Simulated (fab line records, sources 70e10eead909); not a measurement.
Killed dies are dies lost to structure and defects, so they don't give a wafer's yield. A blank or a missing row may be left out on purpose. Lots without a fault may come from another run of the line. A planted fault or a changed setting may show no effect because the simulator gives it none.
A struck lot beside a sound one | flow nand_harc | 15 steps out of a route of 1159
Sound: wafers L727.3, L727.4, L727.6. Struck: wafers L733.4, L733.5. The cause comes at the end.
At each step with rows: each side's tool, then ch and its chambers, then its first start. Under that, the readings that differ: sound wafers | struck wafers | difference of the means | sigmas: that difference in standard deviations of wafers without a fault.
alike: readings whose means differ by less than 2 such deviations, and words and numbers that are the same on both sides. not compared: withheld readings, readings that some wafer has no value for, bounds like >300 that may hide the same value, and numbers for which the record gives no deviation and whose values overlap.
The two part at a step that has a row with sigmas, a row that says differs or no value, or rows on one side only. Numbers that don't overlap but have no deviation are shown without sigmas and don't part them. A reading that every wafer of one side lacks parts them only if that side has two wafers or more.

NHARC_A_BLC_DESCUM_15: chemistry O2, time 3 s.
  sound on rie_diel-05 ch 0,2, day 19 12:15; struck on rie_diel-05 ch 0,2, day 20 19:55
  alike: drypump_motor_current_A, oes_product_au, rf_vpp_V, showerhead_plenum_p_Torr, throttle_valve_pct
  not compared: rf_hours_counter_h
NHARC_A_BLC_ETCH_16: etches the open film in CF4, target depth 39 nm, time 65 s.
  sound on rie_diel-05 ch 0,1,2, day 19 12:21; struck on rie_diel-05 ch 0,1, day 20 20:00
  alike: drypump_motor_current_A, oes_product_au, rf_vpp_V, showerhead_plenum_p_Torr, throttle_valve_pct
  not compared: rf_hours_counter_h
then, 1 step without rows for these wafers: NHARC_A_BLC_ETCH_17 (etches the open film in N2/H2, target depth 390 nm, time 609.38 s).
NHARC_A_BLC_ETCH_18: etches the open film in C4F8/O2/Ar, target depth 910 nm.
  sound on rie_diel-05 ch 1,2; struck on rie_diel-05 ch 1,2
  alike: oes_product_au, rf_vpp_V
  not compared: rf_hours_counter_h
NHARC_A_BLC_CD_MEAS_19:
  sound on cd_sem-03, day 19 13:15; struck on cd_sem-01, day 20 20:53
  alike: cd_nm
NHARC_A_BLC_STRIP_29: strips in CF4.
  sound on rie_diel-08 ch 2,3, day 19 13:20; struck on rie_diel-08 ch 1,2, day 20 21:02
  alike: drypump_motor_current_A, oes_product_au, rf_vpp_V, showerhead_plenum_p_Torr, throttle_valve_pct
  not compared: rf_hours_counter_h
then, 2 steps without rows for these wafers: NHARC_A_BLC_STRIP_21 (strips in O2); NHARC_A_BLC_STRIP_22 (strips in post etch residue remover, time 600 s).
NHARC_A_BLC_DEGAS_30: time 60 s.
  sound on pvd_sputter-02, day 19 13:55; struck on pvd_sputter-02, day 20 21:34
  alike: heater_power_w
then, 3 steps without rows for these wafers: NHARC_A_BLC_PRE_CLEAN_31 (time 15 s); NHARC_A_BLC_PVD_32 (deposits Ti, target thk 5 nm, time 17.7 s); NHARC_A_BLC_ALD_23 (deposits TiN, target thk 3 nm, pulse time 1 s, ald cycles 150).
NHARC_A_BLC_CVD_24: deposits W, target thk 150 nm, time 434 s.
  sound on cvd_w-02 ch 0,1, day 19 19:56; struck on cvd_w-02 ch 1, day 21 06:33
  alike: heater_power_w, throttle_valve_pct
NHARC_A_BLC_CMP_25: polishes, t overpolish 30 s, target thk 150 nm.
  sound on cmp-02 ch 0,1,3, day 19 20:22; struck on cmp-02 ch 1,3, day 21 07:02
  reading                | sound          | struck    | difference | sigmas
  time_to_endpoint_s (s) | 28.4 26.4 30.2 | 16.8 11.3 | -14.3      | -5
  alike: motor_current_A, overpolish_run_s
then, 1 step without rows for these wafers: NHARC_END_SORT_01.

WHERE THEY PART
Only at NHARC_A_BLC_CMP_25, within this record.

WHY: what the simulator had put in
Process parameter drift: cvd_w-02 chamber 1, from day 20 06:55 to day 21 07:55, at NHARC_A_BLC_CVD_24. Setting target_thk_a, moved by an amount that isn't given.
